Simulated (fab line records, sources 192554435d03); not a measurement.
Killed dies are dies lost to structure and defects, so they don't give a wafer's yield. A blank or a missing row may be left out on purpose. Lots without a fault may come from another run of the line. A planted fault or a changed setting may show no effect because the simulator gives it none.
Split-lot experiment | flow n5_finfet | 7 lots, 21 wafers read, on a route of 1938 steps

THE SPLIT
At N5_BEOL_M6_COAT_64 (time 60 s, resist thk 12 nm), the setting spin_rpm was moved away from the recipe's 1500 rpm on 9 of the 21 wafers read, by -6.4% to +11.1%. The other wafers ran this setting at the recipe's value.

FROM THE SPLIT TO THE READING: what the file shows between them, 5 steps
- N5_BEOL_M6_COAT_71: time 60 s, resist thk 5 nm
- N5_BEOL_M6_COAT_22: resist thk 30 nm
- N5_BEOL_M6_DESCUM_33: chemistry O2, time 7 s
- N5_BEOL_M6_ETCH_72: etches underlayer in N2/H2, target depth 6.5 nm, time 5.2 s
- N5_BEOL_M6_ETCH_65: etches SiARC in CF4, target depth 15.6 nm, time 26 s

THE READING
SiARC_of_BEOL_M6_COAT_64.thk_nm (the simulator's own value, which no gauge read), in nm, at N5_BEOL_M6_ETCH_66 (etches SOC in N2/H2, target depth 80 nm, overetch 16 nm, time 120 s). The file gives no usual value for it. The 12 wafers here that ran the recipe average 6.3 nm, standard deviation 0.094 nm.

wafer  | tool, chamber at the split | spin_rpm as run, rpm | against the recipe | SiARC_of_BEOL_M6_COAT_64.thk_nm, nm | against lot-mates on the recipe
L074.1 | litho_track-03, 0          | 1500                 | recipe             | 6.4                                 | -
L074.6 | litho_track-03, 0          | 1500                 | recipe             | 6.4                                 | -
L074.4 | litho_track-03, 0          | 1415                 | -5.7%              | 6.8                                 | +0.4
L078.1 | litho_track-02, 0          | 1500                 | recipe             | 6.2                                 | -
L078.2 | litho_track-02, 0          | 1500                 | recipe             | 6.2                                 | -
L078.5 | litho_track-02, 0          | 1500                 | recipe             | 6.4                                 | -
L081.1 | litho_track-04, 0          | 1450                 | -3.3%              | 6.6                                 | +0.2
L081.4 | litho_track-04, 0          | 1450                 | -3.3%              | 6.4                                 | +0.0
L081.6 | litho_track-04, 0          | 1500                 | recipe             | 6.4                                 | -
L084.2 | litho_track-03, 0          | 1500                 | recipe             | 6.4                                 | -
L084.6 | litho_track-03, 0          | 1500                 | recipe             | 6.4                                 | -
L084.3 | litho_track-03, 0          | 1500                 | recipe             | 6.2                                 | -
L083.1 | litho_track-02, 0          | 1404                 | -6.4%              | 6.6                                 | +0.2
L083.2 | litho_track-02, 0          | 1404                 | -6.4%              | 6.8                                 | +0.4
L083.4 | litho_track-02, 0          | 1500                 | recipe             | 6.4                                 | -
L093.3 | litho_track-04, 0          | 1637                 | +9.1%              | 6                                   | -0.4
L093.4 | litho_track-04, 0          | 1637                 | +9.1%              | 5.8                                 | -0.6
L093.6 | litho_track-04, 0          | 1500                 | recipe             | 6.4                                 | -
L094.1 | litho_track-04, 0          | 1667                 | +11.1%             | 5.8                                 | -0.4
L094.5 | litho_track-04, 0          | 1667                 | +11.1%             | 5.8                                 | -0.4
L094.6 | litho_track-04, 0          | 1500                 | recipe             | 6.2                                 | -

THE FIT
A straight line over all 21 wafers: SiARC_of_BEOL_M6_COAT_64.thk_nm changes by -0.0518 nm for each +1% of spin_rpm; r = -0.94; the points scatter about the line by 0.1 nm.
The same after taking each lot's own level away (the mean of its wafers on the recipe; 21 wafers): -0.0452 nm for each +1%; r = -0.93; scatter 0.096 nm.
On that fit, the largest move of spin_rpm shifts the reading by 0.5 nm.
The lots' own levels span 6.20 to 6.40 nm, that is 2.1 times the standard deviation above.
So the lot-to-lot level changes the slope: the two fits differ.
Check: with one of the wafers moved furthest among these (+11.1%) left out of the fit, the line predicts -0.531 nm for it against its lot-mates. It came out at -0.4 nm against them.

OTHER SPLITS ON THESE WAFERS
These wafers also went through other splits before the reading. Each is held against what the fit with the lots' levels taken away leaves over:
other split on the same wafers   | wafers away from the commonest value | r with SiARC_of_BEOL_M6_COAT_64.thk_nm (lot level and that fit taken away)
N5_BEOL_M2_DESCUM_33 time_s      | 4                                    | -0.12
N5_BEOL_M3_COAT_68 spin_rpm      | 6                                    | +0.24
N5_BEOL_M3_COAT_22 spin_rpm      | 6                                    | +0.23
N5_BEOL_M4_DESCUM_16 time_s      | 7                                    | -0.12
N5_BEOL_M4_COAT_67 spin_rpm      | 8                                    | +0.32
N5_BEOL_M5_ETCH_68 bias_w        | 9                                    | +0.20
N5_BEOL_M5_TRENCH_ETCH_37 bias_w | 7                                    | -0.13

THE WHOLE CHAIN: every reading that the file lists as answering this split, in the file's order
step               | what it does                                                        | reading                                                                          | change (the file's fit)                | r (the file's)
N5_BEOL_M6_COAT_64 | time 60 s, resist thk 12 nm                                         | SiARC_of_BEOL_M6_COAT_64.thk_nm (the simulator's own value, which no gauge read) | -0.0543 nm for each +1% of the setting | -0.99
N5_BEOL_M6_ETCH_65 | etches SiARC in CF4, target depth 15.6 nm, time 26 s                | etch.depth_nm (the simulator's own value, which no gauge read)                   | -0.059 nm for each +1% of the setting  | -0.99
N5_BEOL_M6_ETCH_66 | etches SOC in N2/H2, target depth 80 nm, overetch 16 nm, time 120 s | SiARC_of_BEOL_M6_COAT_64.thk_nm (the simulator's own value, which no gauge read) | -0.0464 nm for each +1% of the setting | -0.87

THE FILE'S OWN FIT
SiARC_of_BEOL_M6_COAT_64.thk_nm changes by -0.0464 nm for each +1% of spin_rpm, r = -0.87.
